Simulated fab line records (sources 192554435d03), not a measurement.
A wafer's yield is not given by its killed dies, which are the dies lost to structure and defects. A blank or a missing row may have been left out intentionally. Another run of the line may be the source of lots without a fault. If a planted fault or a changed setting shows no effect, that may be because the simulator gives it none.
Matching of chambers :: flow n5_finfet :: pecvd-03 running N5_BEOL_M13_DEP_53: 3 sister chambers
The step deposits SiCN from 3MS/NH3, target thk 50 nm, time 17.8 s. 3 wafers are shown with their chamber, then 10 later ones without.

EACH WAFER AND ITS CHAMBER
wafer: L087.6
chamber: 2
throttle_valve_pct (%): 16.3

wafer: L086.1
chamber: 0
throttle_valve_pct (%): 20.1

wafer: L086.3
chamber: 1
throttle_valve_pct (%): 18.1

WAFERS WHOSE CHAMBER IS MISSING
wafer: L086.4
throttle_valve_pct (%): 16.2

wafer: L091.1
throttle_valve_pct (%): 18.3

wafer: L091.4
throttle_valve_pct (%): 20.0

wafer: L091.5
throttle_valve_pct (%): 18.2

wafer: L093.1
throttle_valve_pct (%): 20.0

wafer: L093.4
throttle_valve_pct (%): 20.0

wafer: L093.6
throttle_valve_pct (%): 18.0

wafer: L096.1
throttle_valve_pct (%): 18.0

wafer: L096.3
throttle_valve_pct (%): 20.0

wafer: L096.5
throttle_valve_pct (%): 18.0

WHICH CHAMBER EACH WENT THROUGH
wafer: L086.4
from the rows above: 2
in truth: 2

wafer: L091.1
from the rows above: 1
in truth: 1

wafer: L091.4
from the rows above: 0
in truth: 0

wafer: L091.5
from the rows above: 1
in truth: 1

wafer: L093.1
from the rows above: 0
in truth: 0

wafer: L093.4
from the rows above: 0
in truth: 0

wafer: L093.6
from the rows above: 1
in truth: 1

wafer: L096.1
from the rows above: 1
in truth: 1

wafer: L096.3
from the rows above: 0
in truth: 0

wafer: L096.5
from the rows above: 1
in truth: 1
Correctly placed: 10 of 10. Can't be placed from these rows: 0. Wrongly placed: 0.
How it was worked out, from the rows above alone: a wafer's distance from a chamber is the root of the sum, over the readings, of the square of ((its reading less the chamber's mean) divided by the reading's scatter). If the next closest chamber is less than 2 further off than the closest, the wafer can't be placed; otherwise it belongs to the closest. For every chamber, the mean is computed from those of its wafers that are shown. The scatter (one wafer shown for each chamber): square how far every hidden wafer sits from the nearest shown wafer, average those squares and take the square root.
